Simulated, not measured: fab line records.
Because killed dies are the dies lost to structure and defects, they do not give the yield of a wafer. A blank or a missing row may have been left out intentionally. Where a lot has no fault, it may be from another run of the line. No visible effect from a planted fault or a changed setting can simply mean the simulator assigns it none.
Chamber matching / flow n5_finfet / N5_SD_EPI_P_ETCH_37 on rie_diel-03: 4 sister chambers
The step etches SOC in N2/H2, overetch 108 nm, time 486 s. 4 wafers are shown with their chamber, then 9 later ones without.

## WAFERS WITH THEIR CHAMBER
wafer=L085.3; chamber=1; showerhead_plenum_p_Torr (Torr)=2.52
wafer=L086.1; chamber=2; showerhead_plenum_p_Torr (Torr)=2.52
wafer=L086.3; chamber=3; showerhead_plenum_p_Torr (Torr)=2.70
wafer=L086.4; chamber=0; showerhead_plenum_p_Torr (Torr)=2.64

## WAFERS MISSING THEIR CHAMBER
wafer=L089.4; showerhead_plenum_p_Torr (Torr)=2.52
wafer=L089.5; showerhead_plenum_p_Torr (Torr)=2.52
wafer=L089.6; showerhead_plenum_p_Torr (Torr)=2.63
wafer=L092.2; showerhead_plenum_p_Torr (Torr)=2.63
wafer=L092.5; showerhead_plenum_p_Torr (Torr)=2.52
wafer=L092.6; showerhead_plenum_p_Torr (Torr)=2.63
wafer=L096.1; showerhead_plenum_p_Torr (Torr)=2.63
wafer=L096.3; showerhead_plenum_p_Torr (Torr)=2.51
wafer=L096.4; showerhead_plenum_p_Torr (Torr)=2.52

## CHAMBER TAKEN BY EACH
wafer=L089.4; from the rows above=can't be placed: 1 or 2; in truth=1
wafer=L089.5; from the rows above=can't be placed: 1 or 2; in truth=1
wafer=L089.6; from the rows above=0; in truth=0
wafer=L092.2; from the rows above=0; in truth=0
wafer=L092.5; from the rows above=can't be placed: 1 or 2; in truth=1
wafer=L092.6; from the rows above=0; in truth=0
wafer=L096.1; from the rows above=0; in truth=0
wafer=L096.3; from the rows above=can't be placed: 1 or 2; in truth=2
wafer=L096.4; from the rows above=can't be placed: 1 or 2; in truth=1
4 of 9 placed correctly. Not placeable from these rows: 5 (in 5, the candidates include the true chamber). Number placed wrongly: 0.
How it was worked out, from the rows above alone: a wafer's distance from a chamber is the root of the sum, over the readings, of the square of ((its reading less the chamber's mean) divided by the reading's scatter). If the next closest chamber is less than 2 further off than the closest, the wafer can't be placed; otherwise it belongs to the closest. The mean given for a chamber averages the wafers shown for that chamber. The scatter (one wafer shown for each chamber): square how far every hidden wafer sits from the nearest shown wafer, average those squares and take the square root.
